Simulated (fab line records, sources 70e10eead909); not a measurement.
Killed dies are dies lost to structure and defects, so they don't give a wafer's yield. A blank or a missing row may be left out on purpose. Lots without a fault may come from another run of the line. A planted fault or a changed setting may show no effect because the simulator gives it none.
Which tool did it? | flow nand_harc | 14 lots, 42 wafers sampled, at 4 steps of a route of 1302

WHAT THE GAUGES READ, wafer by wafer
The record holds no reading of a measuring or inspecting step that can be judged against a usual standard deviation.

WHICH TOOL RAN EACH LOT (tool, then ch and the chambers of the sampled wafers, then the start)
lot  | NHARC_A_STAIRCASE_ETCH_25                     | NHARC_A_STAIRCASE_TRIM_191         | NHARC_A_STAIRCASE_ETCH_194     | NHARC_A_STAIRCASE_ETCH_197
L896 | rie_diel-06 ch 0,2,3, day 16 10:09 or earlier | rie_diel-06 ch 0,2,3, day 16 10:09 | rie_diel-06 ch 0,1,2, no start | rie_diel-07 ch 0,3, no start
L897 | rie_diel-04 ch 1,2,3, day 16 10:19 or earlier | rie_diel-06 ch 0,1,2, day 16 10:19 | rie_diel-06 ch 0,1,2, no start | rie_diel-06 ch 0,1,2, no start
L898 | rie_diel-04 ch 1,2, day 17 06:11 or earlier   | rie_diel-04 ch 0,1,2, day 17 06:11 | rie_diel-04 ch 0,1, no start   | rie_diel-07 ch 0,2,3, no start
L900 | rie_diel-04 ch 1,2, day 18 03:14 or earlier   | rie_diel-04 ch 1,2, day 18 03:14   | rie_diel-04 ch 0,2, no start   | rie_diel-04 ch 1,2, no start
L902 | rie_diel-06 ch 1,2, day 18 22:05 or earlier   | rie_diel-06 ch 1,2, day 18 22:05   | rie_diel-06 ch 0,3, no start   | rie_diel-06 ch 0,3, no start
L903 | rie_diel-04 ch 0,1,2, day 19 08:24 or earlier | rie_diel-06 ch 1,2,3, day 19 08:24 | rie_diel-06 ch 2,3, no start   | rie_diel-06 ch 0,2, no start
L910 | rie_diel-07 ch 0,2, day 21 21:59 or earlier   | rie_diel-06 ch 0,3, day 21 21:59   | rie_diel-06 ch 0,1,2, no start | rie_diel-04 ch 0,1, no start
L909 | rie_diel-07 ch 2,3, day 22 05:09 or earlier   | rie_diel-06 ch 0,1,3, day 22 05:09 | rie_diel-06 ch 2,3, no start   | rie_diel-07 ch 1,2,3, no start
L911 | rie_diel-06 ch 1,2, day 22 16:40 or earlier   | rie_diel-04 ch 0,2, day 22 16:40   | rie_diel-04 ch 1,2,3, no start | rie_diel-04 ch 1,2,3, no start
L912 | rie_diel-06 ch 0,2, day 23 04:22 or earlier   | rie_diel-06 ch 0,1,2, day 23 04:22 | rie_diel-06 ch 1,3, no start   | rie_diel-06 ch 0,1,3, no start
L913 | rie_diel-06 ch 0,2, day 23 05:02 or earlier   | rie_diel-06 ch 0,1,3, day 23 05:02 | rie_diel-06 ch 0,1,2, no start | rie_diel-06 ch 1,2,3, no start
L915 | rie_diel-07 ch 0,2,3, day 23 22:51 or earlier | rie_diel-07 ch 2,3, day 23 22:51   | rie_diel-07 ch 1,2,3, no start | rie_diel-06 ch 0,1,2, no start
L917 | rie_diel-07 ch 0,2, day 25 01:46 or earlier   | rie_diel-06 ch 2,3, day 25 01:46   | rie_diel-06 ch 1,2,3, no start | rie_diel-06 ch 0,1,3, no start
L918 | rie_diel-06 ch 1,2,3, day 25 11:40 or earlier | rie_diel-07 ch 0,2,3, day 25 11:40 | rie_diel-07 ch 0,1,2, no start | rie_diel-07 ch 0,2,3, no start
- NHARC_A_STAIRCASE_ETCH_25: etches the open film in C4F8/O2, target depth 100 nm, time 40.5 s.
- NHARC_A_STAIRCASE_TRIM_191: chemistry O2, time 211.2 s.
- NHARC_A_STAIRCASE_ETCH_194: etches the open film in C4F8/O2, target depth 100 nm, time 40.5 s.
- NHARC_A_STAIRCASE_ETCH_197: etches the open film in C4F8/O2, target depth 100 nm, time 40.5 s.

WHAT THE TOOLS THEMSELVES READ (means of the sampled wafers that have a number; where no wafer has one, the mark that the record gives instead)
NHARC_A_STAIRCASE_ETCH_25.
lot  | tool        | oes_product_au (a.u.) | rf_vpp_V (V)
L896 | rie_diel-06 | 0.937                 | 894
L897 | rie_diel-04 | 0.951                 | 892
L898 | rie_diel-04 | 0.938                 | 892
L900 | rie_diel-04 | 0.948                 | 892
L902 | rie_diel-06 | 0.956                 | 903
L903 | rie_diel-04 | 0.951                 | 890
L910 | rie_diel-07 | 0.943                 | 900
L909 | rie_diel-07 | 0.954                 | 900
L911 | rie_diel-06 | 0.950                 | 902
L912 | rie_diel-06 | 0.947                 | 892
L913 | rie_diel-06 | 0.940                 | 893
L915 | rie_diel-07 | 0.954                 | 894
L917 | rie_diel-07 | 0.942                 | 899
L918 | rie_diel-06 | 0.946                 | 898

NHARC_A_STAIRCASE_TRIM_191.
lot  | tool        | drypump_motor_current_A (A) | oes_product_au (a.u.) | rf_vpp_V (V) | showerhead_plenum_p_Torr (Torr) | throttle_valve_pct (%)
L896 | rie_diel-06 | 5.9                         | 0.997                 | 58.0         | 3.48                            | 17.025
L897 | rie_diel-06 | 5.7                         | 1.004                 | 58.4         | 3.60                            | 17.045
L898 | rie_diel-04 | 5.5                         | 1.008                 | 57.6         | 3.36                            | 17.035
L900 | rie_diel-04 | 5.6                         | 1.003                 | 57.2         | 3.37                            | 17.040
L902 | rie_diel-06 | 6.2                         | 0.832                 | 58.0         | 3.68                            | 17.042
L903 | rie_diel-06 | 6.3                         | 0.831                 | 58.6         | 3.62                            | 17.038
L910 | rie_diel-06 | 5.4                         | 1.009                 | 58.1         | 3.37                            | 17.030
L909 | rie_diel-06 | 5.8                         | 1.013                 | 58.1         | 3.51                            | 17.033
L911 | rie_diel-04 | 5.6                         | 0.996                 | 57.1         | 3.30                            | 17.038
L912 | rie_diel-06 | 5.7                         | 1.007                 | 59.0         | 3.57                            | 17.041
L913 | rie_diel-06 | 5.8                         | 1.003                 | 56.6         | 3.51                            | 17.034
L915 | rie_diel-07 | 6.1                         | 1.005                 | 58.9         | 3.64                            | 17.031
L917 | rie_diel-06 | 6.6                         | 0.999                 | 58.0         | 3.48                            | 17.043
L918 | rie_diel-07 | 6.2                         | 0.998                 | 58.2         | 3.47                            | 17.035

NHARC_A_STAIRCASE_ETCH_194.
lot  | tool        | oes_product_au (a.u.) | rf_vpp_V (V)
L896 | rie_diel-06 | 0.941                 | 898
L897 | rie_diel-06 | 0.955                 | 898
L898 | rie_diel-04 | 0.942                 | 888
L900 | rie_diel-04 | 0.943                 | 889
L902 | rie_diel-06 | 0.957                 | 892
L903 | rie_diel-06 | 0.952                 | 894
L910 | rie_diel-06 | 0.955                 | 897
L909 | rie_diel-06 | 0.950                 | 895
L911 | rie_diel-04 | 0.956                 | 891
L912 | rie_diel-06 | 0.939                 | 900
L913 | rie_diel-06 | 0.932                 | 897
L915 | rie_diel-07 | 0.945                 | 897
L917 | rie_diel-06 | 0.948                 | 899
L918 | rie_diel-07 | 0.942                 | 897

NHARC_A_STAIRCASE_ETCH_197.
lot  | tool        | oes_product_au (a.u.) | rf_vpp_V (V)
L896 | rie_diel-07 | 0.970                 | 890
L897 | rie_diel-06 | 0.951                 | 898
L898 | rie_diel-07 | 0.974                 | 888
L900 | rie_diel-04 | 0.950                 | 890
L902 | rie_diel-06 | 0.955                 | 890
L903 | rie_diel-06 | 0.932                 | 893
L910 | rie_diel-04 | 0.959                 | 889
L909 | rie_diel-07 | 0.975                 | 897
L911 | rie_diel-04 | 0.937                 | 890
L912 | rie_diel-06 | 0.938                 | 896
L913 | rie_diel-06 | 0.952                 | 897
L915 | rie_diel-06 | 0.962                 | 897
L917 | rie_diel-06 | 0.949                 | 896
L918 | rie_diel-07 | 0.944                 | 893

THE ANSWER, worked out from the rows above alone
Rule: what is usual is taken from the lots themselves. Put in order of their means at a reading, lots are off if they are a third of the lots or fewer, leave a main group of 4 or more, and stand apart from it by a gap of 3 or more times the standard deviation of the main group's means; of several such gaps the widest counts. A main group whose means are all the same, to the digits that the tables above print for the reading, isn't used. A lot without any number at a reading at which 4 lots or more have one is off too. The other lots that the step has rows for count as sound. The gauges are gone through in route order, then the tools' own readings, and for those a lot's mean is taken as printed above. The first step at which some lot is off is used, and at that step the reading that is off furthest; a lot without a number counts as furthest.
Off: L902, L903, at NHARC_A_STAIRCASE_TRIM_191 (oes_product_au). The main group: mean 1.003 a.u., standard deviation 0.005.
A tool fits if, at that step or a process step before it, it ran every lot that is off, and no sound lot after the first of them. NHARC_A_STAIRCASE_ETCH_25 gives no start for some lots, so the hours and the order of its lots are those of NHARC_A_STAIRCASE_TRIM_191. None of those tried fits.

WHAT THE SIMULATOR HAD PUT IN
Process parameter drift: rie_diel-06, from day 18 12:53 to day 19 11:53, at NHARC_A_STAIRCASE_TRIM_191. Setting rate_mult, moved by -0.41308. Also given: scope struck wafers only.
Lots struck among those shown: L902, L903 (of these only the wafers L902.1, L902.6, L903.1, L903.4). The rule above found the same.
